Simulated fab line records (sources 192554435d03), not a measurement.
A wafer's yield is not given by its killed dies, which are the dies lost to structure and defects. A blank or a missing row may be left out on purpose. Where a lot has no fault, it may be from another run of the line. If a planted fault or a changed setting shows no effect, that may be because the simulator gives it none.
Chamber matching | flow n5Finfet | N5_GATE_CUT_SAC_CAP_01 on aldSin-01 has 4 sister chambers
The step material SiNx, target thk 24 nm, pulse time 1 s, ald cycles 480. 8 wafers are shown with their chamber, then 9 later ones without.

WAFERS WITH THEIR CHAMBER
wafer  | chamber | heaterPowerW (W) | precursorPulseHeightRel
L088.4 | 0       | 807              | 0.998
L088.5 | 1       | 877              | 1.005
L089.1 | 0       | 821              | 0.975
L089.4 | 3       | 842              | 1.004
L089.6 | 2       | 721              | 0.996
L091.1 | 2       | 729              | 1.009
L091.2 | 3       | 829              | 1.001
L091.4 | 1       | 874              | 1.001

WAFERS WHOSE CHAMBER IS MISSING
wafer  | heaterPowerW (W) | precursorPulseHeightRel
L092.1 | 818              | 1.020
L092.2 | 811              | 0.976
L092.3 | 723              | 0.999
L092.4 | 795              | 1.016
L092.5 | 815              | 1.003
L092.6 | 727              | 0.992
L095.1 | 820              | 1.029
L095.3 | 789              | 1.011
L095.6 | 724              | 0.976

CHAMBER TAKEN BY EACH
wafer  | from the rows above     | in truth
L092.1 | can't be placed: 3 or 0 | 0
L092.2 | 0                       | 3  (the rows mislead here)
L092.3 | 2                       | 2
L092.4 | can't be placed: 0 or 3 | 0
L092.5 | can't be placed: 0 or 3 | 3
L092.6 | 2                       | 2
L095.1 | can't be placed: 3 or 0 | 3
L095.3 | 0                       | 0
L095.6 | 2                       | 2
4 of 9 placed correctly. Not placeable from these rows: 4 (in 4, the candidates include the true chamber). Wrongly placed: 1.
How it was worked out, from the rows above alone: a wafer's distance from a chamber is the root of the sum, over the readings, of the square of ((its reading less the chamber's mean) divided by the reading's scatter). If the next closest chamber is less than 2 further off than the closest, the wafer can't be placed; otherwise it belongs to the closest. For every chamber, the mean is computed from those of its wafers that are shown. The scatter: the root of (the sum of the squares of (reading less its chamber's mean) over the shown wafers, divided by (wafers less chambers)).
